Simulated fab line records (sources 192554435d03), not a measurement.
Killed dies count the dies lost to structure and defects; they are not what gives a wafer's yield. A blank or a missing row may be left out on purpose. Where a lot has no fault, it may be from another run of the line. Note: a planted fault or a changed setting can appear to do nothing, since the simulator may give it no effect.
A lot that was struck, set against a sound lot / flow n5 finfet / 15 out of 1938 route steps
Sound: wafers L507.1, L507.4, L507.6. Wafers struck: L521.2, L521.4, L521.6. The cause is given at the end.
For every step that has rows: the tool of each side, followed by ch and its chambers, followed by its first start. Under that, the readings that differ: sound wafers / struck wafers / difference of the means / sigmas: that difference in standard deviations of wafers without a fault.
alike: same words and numbers on both sides, and readings whose means sit less than 2 such deviations apart. not compared: any withheld reading, any reading some wafer has no value for, any bound like >300 that may hide the same value, and any number with overlapping values for which the record gives no deviation.
Wherever a step has rows on one side only, a row that says differs or no value, or a row with sigmas, the two part there. When numbers do not overlap yet have no deviation, they are printed without sigmas and do not part them. Lack of a reading on every wafer of one side parts them only where that side has two or more wafers.

N5_BEOL_M11_OCD_MEAS_38:
  sound: ocd-02 at day 10 05:52; struck: ocd-02 at day 14 14:40
  alike: trench depth nm
then, 4 steps without rows for these wafers: N5_BEOL_M11_HM_STRIP_39 (strips TiN in peroxide tin strip, target depth 25 nm, time 158 s); N5_BEOL_M11_SRD_40 (time 30 s); N5_BEOL_M11_PRECLEAN_42 (cleans in residue remover, time 60 s); N5_BEOL_M11_SRD_43 (time 30 s).
N5_BEOL_M11_CD_MEAS_35: the cd target is 70 nm.
  sound: cd sem-02 at day 10 06:01; struck: cd sem-02 at day 14 14:49
  alike: cd nm
N5_BEOL_M11_CURE_72: cures SiCOH lowk, time 120 s.
  sound on uv cure-01 ch 0, day 10 06:04; struck on uv cure-03 ch 1, day 14 14:55
reading=wafer_temp_C_max; sound=371.5 371.4 371.1; struck=373.1 373.8 372.4; difference=+1.8; sigmas=+3
  alike: lamp power pct
N5_BEOL_M11_DEGAS_44: time 60 s.
  sound: pvd sputter-02 at day 10 06:58; struck: pvd sputter-03 at day 14 15:14
  alike: heater power w
N5_BEOL_M11_PRE_CLEAN_45: time 30 s.
  sound: pvd sputter-02 at day 10 07:00; struck: pvd sputter-03 at day 14 15:16
  alike: heater power w
N5_BEOL_M11_ALD_74: deposits TaN, target thk 2 nm, pulse time 2 s, purge time 3 s.
  sound on ald metal-03 ch 0,2,3, day 10 07:05; struck on ald metal-03 ch 0,1,2, day 14 15:20
  alike: chamber pressure Torr, heater power w
N5_BEOL_M11_SURFACE_TREAT_76:
  sound: pvd sputter-02 at day 10 07:29; struck: pvd sputter-03 at day 14 15:39
  alike: ar flow sccm
  not compared: throttle valve pct
then, 1 step without rows for these wafers: N5_BEOL_M11_CVD_75 (deposits Co from CCTBA/H2, target thk 2 nm, time 138.9 s).
N5_BEOL_M11_SPUTTER_48: material Cu, target thk 12 nm, time 2 s.
  sound: pvd sputter-02 at day 10 07:42; struck: pvd sputter-02 at day 14 17:29
reading=cathode dc power W (W); sound=26002 26006 26012; struck=20577 20579 20582; difference=-5427; sigmas=-99 or more
  alike: chamber pressure pa, throttle valve pct
then, 1 step without rows for these wafers: N5_BEOL_M11_ECD_50 (material Cu, target thk 318 nm).
N5_PASSIVATION_PROBE_49:
  only the struck wafers here have rows in the record (prober-02, day 16 13:08); the sound ones have none

== WHERE THEY PART ==
Earliest at N5_BEOL_M11_CURE_72; latest, in this record, at N5_PASSIVATION_PROBE_49.

WHY: the cause the simulator had injected
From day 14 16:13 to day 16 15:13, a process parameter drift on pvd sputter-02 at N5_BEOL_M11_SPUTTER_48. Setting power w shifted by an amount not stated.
